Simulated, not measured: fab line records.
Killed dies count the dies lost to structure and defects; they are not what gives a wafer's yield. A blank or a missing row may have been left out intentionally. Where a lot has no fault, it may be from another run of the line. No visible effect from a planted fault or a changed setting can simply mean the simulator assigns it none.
Split-lot experiment ; flow n5_finfet ; route with 1938 steps; 7 lots, 21 wafers read

ABOUT THE SPLIT
At N5_ZERO_LAYER_PECVD_02 (deposits SiO2 from SiH4/N2O, target thk 10 nm, time 6 s), the setting time_s was moved away from the recipe's 6 s on 8 of the 21 wafers read, by -11.9% to +13.1%. All remaining wafers had this setting at the recipe value.

The reading comes from the split's own step.

THE READING
SiO2_of_ZERO_LAYER_PECVD_02.thk_nm (the simulator's own value, which no gauge read), in nm, at N5_ZERO_LAYER_PECVD_02 (deposits SiO2 from SiH4/N2O, target thk 10 nm, time 6 s). The file does not state a usual value for it. Across the 13 wafers here that went through the recipe, the average is 10.061 nm and the standard deviation 0.25 nm.

wafer;tool, chamber at the split;time_s as run, s;against the recipe;SiO2_of_ZERO_LAYER_PECVD_02.thk_nm, nm;against lot-mates on the recipe
L074.1;pecvd-01, 2;6;recipe;9.68;-
L074.5;pecvd-01, 0;5.286;-11.9%;9.032;-0.736
L074.6;pecvd-01, 2;6;recipe;9.856;-
L075.3;pecvd-03, 0;6.789;+13.1%;11.53;+1.090
L075.4;pecvd-03, 0;6;recipe;10.44;-
L075.5;pecvd-03, 2;6.789;+13.1%;11.29;+0.850
L080.1;pecvd-01, 2;6.656;+10.9%;10.9;+0.894
L080.2;pecvd-01, 1;6;recipe;9.842;-
L080.3;pecvd-01, 0;6;recipe;10.17;-
L084.2;pecvd-03, 1;6;recipe;9.986;-
L084.3;pecvd-03, 0;6;recipe;10.14;-
L084.5;pecvd-03, 1;6;recipe;10.12;-
L089.2;pecvd-01, 2;6;recipe;9.737;-
L089.5;pecvd-01, 1;5.669;-5.5%;9.602;-0.135
L089.6;pecvd-01, 2;5.669;-5.5%;9.603;-0.134
L091.4;pecvd-01, 1;5.433;-9.5%;9.198;-0.912
L091.5;pecvd-01, 0;6;recipe;10.23;-
L091.6;pecvd-01, 2;6;recipe;9.989;-
L095.3;pecvd-03, 1;6;recipe;10.03;-
L095.4;pecvd-03, 2;6.275;+4.6%;10.6;+0.300
L095.5;pecvd-03, 0;6;recipe;10.57;-

THE FIT
A straight line over all 21 wafers: SiO2_of_ZERO_LAYER_PECVD_02.thk_nm changes by +0.093 nm for each +1% of time_s; r = +0.94; the points scatter about the line by 0.22 nm.
The same after taking each lot's own level away (the mean of its wafers on the recipe; 21 wafers): +0.071 nm for each +1%; r = +0.94; scatter 0.16 nm.
That fit puts the effect of the largest move of time_s on the reading at 0.93 nm.
From 9.7370 to 10.4400 nm: that is the span of the lots' own levels, equal to 2.8 times the standard deviation above.
Hence the slope depends on the lot-to-lot level, as the two fits are not the same.
Check: +0.915 nm against its lot-mates is what the line predicts for one of the wafers moved furthest among these (+13.1%) when that wafer is left out of the fit. Against them it came out at +1.09 nm.

THE FILE'S OWN FIT
SiO2_of_ZERO_LAYER_PECVD_02.thk_nm changes by +0.0733 nm for each +1% of time_s, r = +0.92.
